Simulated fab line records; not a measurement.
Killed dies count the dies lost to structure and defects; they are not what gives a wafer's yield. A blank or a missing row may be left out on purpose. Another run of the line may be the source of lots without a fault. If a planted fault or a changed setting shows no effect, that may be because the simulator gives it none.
Lot-split experiment    flow n5 finfet    route with 1938 steps; 7 lots, 21 wafers read

SPLIT DETAILS
At N5_HKMG_FIN_ETCH_55 (etches SOC in N2/H2, target depth 240 nm, time 300 s), the setting time s was moved away from the recipe's 300 s on 9 of the 21 wafers read, by -17.5% to +20.0%. All remaining wafers had this setting at the recipe value.

The reading is taken at the split's own step.

THE READING
SiARC_of_HKMG_FIN_COAT_42.thk nm (the simulator's own value, which no gauge read), in nm, at N5_HKMG_FIN_ETCH_55 (etches SOC in N2/H2, target depth 240 nm, time 300 s). The file gives no usual value for it. Across the 12 wafers here that went through the recipe, the average is 21.3 nm and the standard deviation 0.38 nm.

wafer   tool, chamber at the split  time s as run, s  against the recipe  SiARC_of_HKMG_FIN_COAT_42.thk nm, nm  against lot-mates on the recipe
L080.1  rie diel-04, 0              300               recipe              21.6                                  -
L080.2  rie diel-04, 1              300               recipe              21.6                                  -
L080.6  rie diel-04, 2              360               +20.0%              18                                    -3.6
L081.2  rie diel-04, 1              300               recipe              21.2                                  -
L081.5  rie diel-04, 2              300               recipe              21.8                                  -
L081.6  rie diel-04, 3              249.1             -17.0%              24.4                                  +2.9
L083.1  rie diel-04, 2              257.4             -14.2%              21.2                                  -0.2
L083.2  rie diel-04, 3              300               recipe              21.4                                  -
L083.6  rie diel-04, 1              257.4             -14.2%              21.8                                  +0.4
L087.2  rie diel-04, 2              300               recipe              21                                    -
L087.5  rie diel-04, 3              300               recipe              21.4                                  -
L087.6  rie diel-04, 0              300               recipe              21.6                                  -
L089.1  rie diel-03, 2              247.5             -17.5%              23.8                                  no lot-mate on the recipe
L089.3  rie diel-03, 1              247.5             -17.5%              23.4                                  no lot-mate on the recipe
L089.4  rie diel-03, 0              247.5             -17.5%              23.2                                  no lot-mate on the recipe
L092.1  rie diel-01, 1              259.6             -13.5%              21.8                                  +1.0
L092.3  rie diel-01, 2              300               recipe              20.4                                  -
L092.5  rie diel-01, 3              300               recipe              21.2                                  -
L096.1  rie diel-01, 0              300               recipe              20.8                                  -
L096.3  rie diel-01, 2              300               recipe              21.4                                  -
L096.6  rie diel-01, 0              262.8             -12.4%              22.4                                  +1.3

THE FIT
A straight line over all 21 wafers: SiARC_of_HKMG_FIN_COAT_42.thk nm changes by -0.119 nm for each +1% of time s; r = -0.86; the points scatter about the line by 0.69 nm.
The same after taking each lot's own level away (the mean of its wafers on the recipe; 18 wafers): -0.116 nm for each +1%; r = -0.83; scatter 0.69 nm.
On that fit, the largest move of time s shifts the reading by 2.3 nm.
Across the lots, their own levels run from 20.80 to 21.60 nm, a range of 2.1 times the standard deviation given above.
The two slopes are in agreement: the lot-to-lot level therefore moves the slope only a little.
Check: -1.64 nm against its lot-mates is what the line predicts for one of the wafers moved furthest among these (+20.0%) when that wafer is left out of the fit. It came out at -3.6 nm against them.

OTHER SPLITS ON THESE WAFERS
Before the reading, these wafers also passed through other splits. Each is held against what the fit with the lots' levels taken away leaves over:
other split on the same wafers  wafers away from the commonest value  r with SiARC_of_HKMG_FIN_COAT_42.thk nm (lot level and that fit taken away)
N5_HKMG_FIN_COAT_42 spin rpm    8                                     -0.78

THE WHOLE CHAIN: every reading that the file lists as answering this split, in the file's order
step                 what it does                                          reading                                                                            change (the file's fit)                r (the file's)
N5_HKMG_FIN_ETCH_55  etches SOC in N2/H2, target depth 240 nm, time 300 s  HKMG_FIN.feature depth nm (the simulator's own value, which no gauge read)         +2.46 nm for each +1% of the setting   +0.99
N5_HKMG_FIN_ETCH_55  etches SOC in N2/H2, target depth 240 nm, time 300 s  etch.depth nm (the simulator's own value, which no gauge read)                     +2.46 nm for each +1% of the setting   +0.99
N5_HKMG_FIN_ETCH_55  etches SOC in N2/H2, target depth 240 nm, time 300 s  SiARC_of_HKMG_FIN_COAT_42.thk nm (the simulator's own value, which no gauge read)  -0.124 nm for each +1% of the setting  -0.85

FILE'S OWN FIT
SiARC_of_HKMG_FIN_COAT_42.thk nm changes by -0.124 nm for each +1% of time s, r = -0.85.
